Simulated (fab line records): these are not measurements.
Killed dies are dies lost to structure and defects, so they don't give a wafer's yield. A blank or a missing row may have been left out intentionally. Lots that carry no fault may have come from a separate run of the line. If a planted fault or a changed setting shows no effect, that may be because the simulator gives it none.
Split-lot experiment || flow n5_finfet || 21 wafers read from 7 lots, route of 1938 steps

## THE SPLIT ITSELF
At N5_BEOL_M3_EXPOSE_08 (exposes mask M3), the setting dose_mj was moved away from the recipe's 33 on 5 of the 21 wafers read, by -4.4% to +5.7%. All remaining wafers had this setting at the recipe value.

## FROM THE SPLIT TO THE READING: what the file shows between them, 2 steps
- N5_BEOL_M3_PEB_09: peb time 60 s
- N5_BEOL_M3_DEVELOP_10: develop time 30 s

## THE READING
At N5_BEOL_M3_CD_MEAS_11: cd_nm in nanometres, against a target cd of 17.05 nm. Fault-free wafers of this fab line usually give 17.05 nm, standard deviation 0.24 nm.

{"wafer": "L074.1", "tool, chamber at the split": "euv_scanner-02, 0", "dose_mj as run": 33, "against the recipe": "recipe", "cd_nm, nm": 17.23, "against lot-mates on the recipe": "-"}
{"wafer": "L074.2", "tool, chamber at the split": "euv_scanner-02, 0", "dose_mj as run": 33, "against the recipe": "recipe", "cd_nm, nm": 17.07, "against lot-mates on the recipe": "-"}
{"wafer": "L074.5", "tool, chamber at the split": "euv_scanner-02, 0", "dose_mj as run": 33, "against the recipe": "recipe", "cd_nm, nm": 17.33, "against lot-mates on the recipe": "-"}
{"wafer": "L075.1", "tool, chamber at the split": "euv_scanner-02, 0", "dose_mj as run": 33, "against the recipe": "recipe", "cd_nm, nm": 17.04, "against lot-mates on the recipe": "-"}
{"wafer": "L075.2", "tool, chamber at the split": "euv_scanner-02, 0", "dose_mj as run": 33, "against the recipe": "recipe", "cd_nm, nm": 17.13, "against lot-mates on the recipe": "-"}
{"wafer": "L075.6", "tool, chamber at the split": "euv_scanner-02, 0", "dose_mj as run": 33, "against the recipe": "recipe", "cd_nm, nm": 17.01, "against lot-mates on the recipe": "-"}
{"wafer": "L079.4", "tool, chamber at the split": "euv_scanner-02, 0", "dose_mj as run": 33, "against the recipe": "recipe", "cd_nm, nm": 16.85, "against lot-mates on the recipe": "-"}
{"wafer": "L079.5", "tool, chamber at the split": "euv_scanner-02, 0", "dose_mj as run": 33, "against the recipe": "recipe", "cd_nm, nm": 16.82, "against lot-mates on the recipe": "-"}
{"wafer": "L079.6", "tool, chamber at the split": "euv_scanner-02, 0", "dose_mj as run": 33, "against the recipe": "recipe", "cd_nm, nm": 17.17, "against lot-mates on the recipe": "-"}
{"wafer": "L080.1", "tool, chamber at the split": "euv_scanner-02, 0", "dose_mj as run": 33, "against the recipe": "recipe", "cd_nm, nm": 17.45, "against lot-mates on the recipe": "-"}
{"wafer": "L080.4", "tool, chamber at the split": "euv_scanner-02, 0", "dose_mj as run": 33, "against the recipe": "recipe", "cd_nm, nm": 17.33, "against lot-mates on the recipe": "-"}
{"wafer": "L080.5", "tool, chamber at the split": "euv_scanner-02, 0", "dose_mj as run": 32.07, "against the recipe": "-2.8%", "cd_nm, nm": 16.09, "against lot-mates on the recipe": -1.30}
{"wafer": "L085.1", "tool, chamber at the split": "euv_scanner-02, 0", "dose_mj as run": 34.89, "against the recipe": "+5.7%", "cd_nm, nm": 18.29, "against lot-mates on the recipe": "+1.18"}
{"wafer": "L085.3", "tool, chamber at the split": "euv_scanner-02, 0", "dose_mj as run": 33, "against the recipe": "recipe", "cd_nm, nm": 17.11, "against lot-mates on the recipe": "-"}
{"wafer": "L085.6", "tool, chamber at the split": "euv_scanner-02, 0", "dose_mj as run": 34.89, "against the recipe": "+5.7%", "cd_nm, nm": 18.60, "against lot-mates on the recipe": "+1.49"}
{"wafer": "L087.1", "tool, chamber at the split": "euv_scanner-01, 0", "dose_mj as run": 33, "against the recipe": "recipe", "cd_nm, nm": 16.78, "against lot-mates on the recipe": "-"}
{"wafer": "L087.3", "tool, chamber at the split": "euv_scanner-01, 0", "dose_mj as run": 31.54, "against the recipe": "-4.4%", "cd_nm, nm": 16.04, "against lot-mates on the recipe": -0.72}
{"wafer": "L087.5", "tool, chamber at the split": "euv_scanner-01, 0", "dose_mj as run": 33, "against the recipe": "recipe", "cd_nm, nm": 16.74, "against lot-mates on the recipe": "-"}
{"wafer": "L096.1", "tool, chamber at the split": "euv_scanner-02, 0", "dose_mj as run": 33, "against the recipe": "recipe", "cd_nm, nm": 17.25, "against lot-mates on the recipe": "-"}
{"wafer": "L096.3", "tool, chamber at the split": "euv_scanner-02, 0", "dose_mj as run": 33, "against the recipe": "recipe", "cd_nm, nm": 17.37, "against lot-mates on the recipe": "-"}
{"wafer": "L096.4", "tool, chamber at the split": "euv_scanner-02, 0", "dose_mj as run": 31.75, "against the recipe": "-3.8%", "cd_nm, nm": 16.44, "against lot-mates on the recipe": -0.87}

FIT RESULTS
A straight line over all 21 wafers: cd_nm changes by +0.237 nm for each +1% of dose_mj; r = +0.93; the points scatter about the line by 0.22 nm.
The same after taking each lot's own level away (the mean of its wafers on the recipe; 21 wafers): +0.237 nm for each +1%; r = +0.95; scatter 0.19 nm.
That fit puts the effect of the largest move of dose_mj on the reading at 1.4 nm.
Measured against the standard deviation above, the lots' own levels, which go from 16.760 to 17.390 nm, span 2.6 times it.
Hence the lot-to-lot level has little effect on the slope; both slopes agree.
Check: +1.43 nm against its lot-mates is what the line predicts for one of the wafers moved furthest among these (+5.7%) when that wafer is left out of the fit. It came out at +1.18 nm against them.

## OTHER SPLITS ON THESE WAFERS
Before the reading, these wafers also passed through other splits. Each is held against what the fit with the lots' levels taken away leaves over:
{"other split on the same wafers": "N5_BEOL_M1_TRENCH_ETCH_37 time_s", "wafers away from the commonest value": 6, "r with cd_nm (lot level and that fit taken away)": -0.04}
{"other split on the same wafers": "N5_BEOL_M2_HM_DEP_02 target_thk_a", "wafers away from the commonest value": 7, "r with cd_nm (lot level and that fit taken away)": -0.29}
{"other split on the same wafers": "N5_BEOL_M2_COAT_73 temp_c", "wafers away from the commonest value": 9, "r with cd_nm (lot level and that fit taken away)": -0.01}
{"other split on the same wafers": "N5_BEOL_M2_TRENCH_ETCH_37 time_s", "wafers away from the commonest value": 4, "r with cd_nm (lot level and that fit taken away)": -0.01}
{"other split on the same wafers": "N5_BEOL_M2_SURFACE_TREAT_85 time_s", "wafers away from the commonest value": "as run: not given for these wafers", "r with cd_nm (lot level and that fit taken away)": "-"}

## THE WHOLE CHAIN: every reading that the file lists as answering this split, in the file's order
{"step": "N5_BEOL_M3_CD_MEAS_11", "what it does": "target cd 17.05 nm", "reading": "cd_nm", "change (the file's fit)": "+0.239 nm for each +1% of the setting", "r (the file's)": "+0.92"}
{"step": "N5_BEOL_M3_ETCH_74", "what it does": "etches underlayer in N2/H2, target depth 6.5 nm, time 5.2 s", "reading": "BEOL_M3.cd_offset_nm (the simulator's own value, which no gauge read)", "change (the file's fit)": "+0.203 nm for each +1% of the setting", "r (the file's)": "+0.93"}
{"step": "N5_BEOL_M3_ETCH_63", "what it does": "etches SiARC in CF4, target depth 15.6 nm, time 26 s", "reading": "BEOL_M3.cd_offset_nm (the simulator's own value, which no gauge read)", "change (the file's fit)": "+0.181 nm for each +1% of the setting", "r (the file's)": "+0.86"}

## THE FILE'S OWN FIT
cd_nm changes by +0.239 nm for each +1% of dose_mj, r = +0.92.
